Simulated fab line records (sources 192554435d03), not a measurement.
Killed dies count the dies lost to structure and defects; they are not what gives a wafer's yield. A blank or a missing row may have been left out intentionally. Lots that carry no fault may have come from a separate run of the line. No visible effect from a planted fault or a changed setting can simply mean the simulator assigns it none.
Struck lot and sound lot, side by side    flow n5 finfet    15 steps out of a route of 1938
Sound: wafers L805.4, L805.5, L805.6. Struck: wafer L818.5 (L818.1, L818.3, from the same lot, were not struck and are left out); the cause is given at the end.
Order at every step that has rows: each side's tool, ch and its chambers, its first start. Under that, the readings that differ: sound wafers    struck wafers    difference of the means    sigmas: that difference in standard deviations of wafers without a fault.
alike: same words and numbers on both sides, and readings whose means sit less than 2 such deviations apart. not compared: any withheld reading, any reading some wafer has no value for, any bound like >300 that may hide the same value, and any number with overlapping values for which the record gives no deviation.
Wherever a step has rows on one side only, a row that says differs or no value, or a row with sigmas, the two part there. Non-overlapping numbers with no deviation appear without sigmas and do not part them. Lack of a reading on every wafer of one side parts them only where that side has two or more wafers.

first, 4 steps without rows for these wafers: N5_BEOL_M8_SOFTBAKE_06 (time 60 s); N5_BEOL_M8_EXPOSE_08 (exposes mask M8); N5_BEOL_M8_PEB_09 (peb time 60 s); N5_BEOL_M8_DEVELOP_10 (develop time 30 s).
N5_BEOL_M8_CD_MEAS_11: the cd target is 38.5 nm.
  sound on cd sem-03 ch 0, day 11 02:29; struck on cd sem-01 ch 0, day 14 20:08
  alike: cd nm
N5_BEOL_M8_OVL_MEAS_12:
  sound on overlay-01 ch 0, day 11 02:30; struck on overlay-01 ch 0, day 14 20:10
  alike: M8_OVL
N5_BEOL_M8_INSPECT_13: inspects for defects (brightfield).
  sound on defect inspect-02 at day 11 02:32; struck on defect inspect-01 at day 14 20:11
  alike: raw defect count
N5_BEOL_M8_DESCUM_16: chemistry O2, time 7.9 s.
  sound on rie diel-01 ch 1,2,3, day 11 03:39; struck on rie diel-06 ch 0, day 14 20:20
reading     sound              struck  difference  sigmas
temp c (C)  39.89 39.75 39.87  40.09   +0.25       +2
  alike: bias power w, drypump motor current A, o2 flow sccm, oes product au, rf vpp V, showerhead plenum p Torr, throttle valve pct
  not compared: rf hours counter h
N5_BEOL_M8_ETCH_61: etches SiARC in CF4, target depth 45.5 nm, time 75.8 s.
  sound on rie diel-01 ch 1,2,3, day 11 03:42; struck on rie diel-06 ch 0, day 14 20:22
  alike: drypump motor current A, etch rf on time s, oes product au, rf vpp V, showerhead plenum p Torr, throttle valve pct
  not compared: rf hours counter h
N5_BEOL_M8_ETCH_62: etches SOC in N2/H2, target depth 110 nm, overetch 22 nm, time 165 s.
  sound on rie diel-01 ch 1,2,3, day 11 03:47; struck on rie diel-06 ch 0, day 14 20:25
  alike: drypump motor current A, oes product au, rf vpp V, showerhead plenum p Torr, temp c, throttle valve pct
  not compared: rf hours counter h
then, 1 step without rows for these wafers: N5_BEOL_M8_STRIP_68 (strips in N2/H2).
N5_BEOL_M8_STRIP_67: strips in CF4.
  sound on rie diel-01 ch 1,2,3, day 11 03:53; struck on rie diel-06 ch 0, day 14 20:34
  alike: bias power w, drypump motor current A, oes product au, rf vpp V, showerhead plenum p Torr, throttle valve pct
  not compared: rf hours counter h
N5_BEOL_M8_HM_OPEN_17: chemistry Cl2/BCl3, target TiN, target depth 20 nm, overetch 6 nm.
  sound on rie metal-01 ch 0,1, day 11 03:56; struck on rie metal-02 ch 0, day 14 20:37
reading                                   sound           struck  difference  sigmas
drypump motor current A (A)               6.3 5.6 6.3     5.0     -1.1        -2
model.SOC_of_BEOL_M8_COAT_59.thk nm (nm)  92.6 92.4 92.2  93.6    +1.2        
  alike: bcl3 flow sccm, oes product au, throttle valve pct
  not compared: rf hours counter h
N5_BEOL_M8_STRIP_19: strips in O2.
  sound on rie diel-06 ch 0,1,2, day 11 04:05; struck on rie diel-06 ch 0, day 14 20:47
reading       sound        struck  difference  sigmas
rf vpp V (V)  2.9 3.7 3.5  4.6     +1.2        +2
  alike: drypump motor current A, o2 flow sccm, oes product au, showerhead plenum p Torr, temp c, throttle valve pct
  not compared: rf hours counter h
following that, these wafers have no rows for 1 step: N5_PASSIVATION_PROBE_49.

== WHERE THEY PART ==
Last at N5_BEOL_M8_STRIP_19 as far as this record goes, first at N5_BEOL_M8_DESCUM_16.

WHY: the cause the simulator had injected
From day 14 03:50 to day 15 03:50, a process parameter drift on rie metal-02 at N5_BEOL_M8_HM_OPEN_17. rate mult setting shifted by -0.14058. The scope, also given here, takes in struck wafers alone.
